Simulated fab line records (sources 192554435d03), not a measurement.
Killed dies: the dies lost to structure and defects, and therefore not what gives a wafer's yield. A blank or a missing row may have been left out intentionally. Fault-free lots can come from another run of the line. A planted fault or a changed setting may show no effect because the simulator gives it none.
Check for tools in common ; flow n5 finfet ; 6 lots and 18 wafers in the sample

REASON FOR OPENING
On 2 of the 6 lots, a flag is raised at N5_BEOL_M6_OCD_MEAS_38 on the reading trench depth nm. Wafers without a fault read 94.9 nm, standard deviation 1.6.
Rule: a lot is flagged when every wafer of it that has a number lies more than 4 standard deviations from that mean, or none has a number. The other lots count as sound.

lot;measured;on;trench depth nm (nm), wafer by wafer;flag
L679;day 9 00:45;ocd-02;96.3 96.2 94.4;
L681;day 9 03:15;ocd-02;93.3 93.3 94.9;
L687;day 10 21:38;ocd-02;64.9 64.4 62.9;FLAGGED
L688;day 11 06:22;ocd-01;64.9 65.3 64.6;FLAGGED
L698;day 14 06:24;ocd-01;96.1 96.4 96.9;
L701;day 14 20:53;ocd-01;93.2 95.9 94.4;
The mean of the flagged lots' numbers is 64.5 nm, -30.4 nm from the usual (-19 standard deviations).

LOT BY LOT: THE TOOL USED
The record holds 1 process step before the reading, out of a route of 1938 steps. Cell contents, in order: the tool; ch with the chambers the sampled wafers went through; the start.
lot;flag;N5_BEOL_M6_TRENCH_ETCH_37
L679;;rie diel-01 ch 0,1,3, day 9 00:36
L681;;rie diel-01 ch 1,2,3, day 9 03:06
L687;FLAGGED;rie diel-01 ch 0,2,3, day 10 21:29
L688;FLAGGED;rie diel-01 ch 0,1,2, day 11 06:13
L698;;rie diel-01 ch 2,3, day 14 06:14
L701;;rie diel-06 ch 1,2,3, day 14 20:44
These steps, and what they do:
- N5_BEOL_M6_TRENCH_ETCH_37: etches SiCOH lowk in C4F6/O2, target depth 94.435 nm, time 31.5 s.
- N5_BEOL_M6_OCD_MEAS_38

FLAGGED AGAINST TOTAL, ONE TOOL AT A TIME (gauges that did the reading follow at the end)
step;tool;lots run;flagged;share of the flagged lots;sound lots run after its first flagged lot
N5_BEOL_M6_TRENCH_ETCH_37;rie diel-01;5;2;all;1 (L698)
N5_BEOL_M6_TRENCH_ETCH_37;rie diel-06;1;0;none;-
N5_BEOL_M6_OCD_MEAS_38;ocd-01;3;1;some;2 (L698,L701)
N5_BEOL_M6_OCD_MEAS_38;ocd-02;3;1;some;0

THE TABLE: WHAT IT ALLOWS
1 row of the table ran every flagged lot: rie diel-01 at N5_BEOL_M6_TRENCH_ETCH_37.
- rie diel-01 at N5_BEOL_M6_TRENCH_ETCH_37: 2 of its 5 lots flagged. After the first flagged lot (L698), sound lots still ran on it; a lasting fault on the whole tool would not permit that.
Not one row of the table ran every flagged lot while running no sound lot after the first.

WHAT HAD BEEN PUT IN BY THE SIMULATOR
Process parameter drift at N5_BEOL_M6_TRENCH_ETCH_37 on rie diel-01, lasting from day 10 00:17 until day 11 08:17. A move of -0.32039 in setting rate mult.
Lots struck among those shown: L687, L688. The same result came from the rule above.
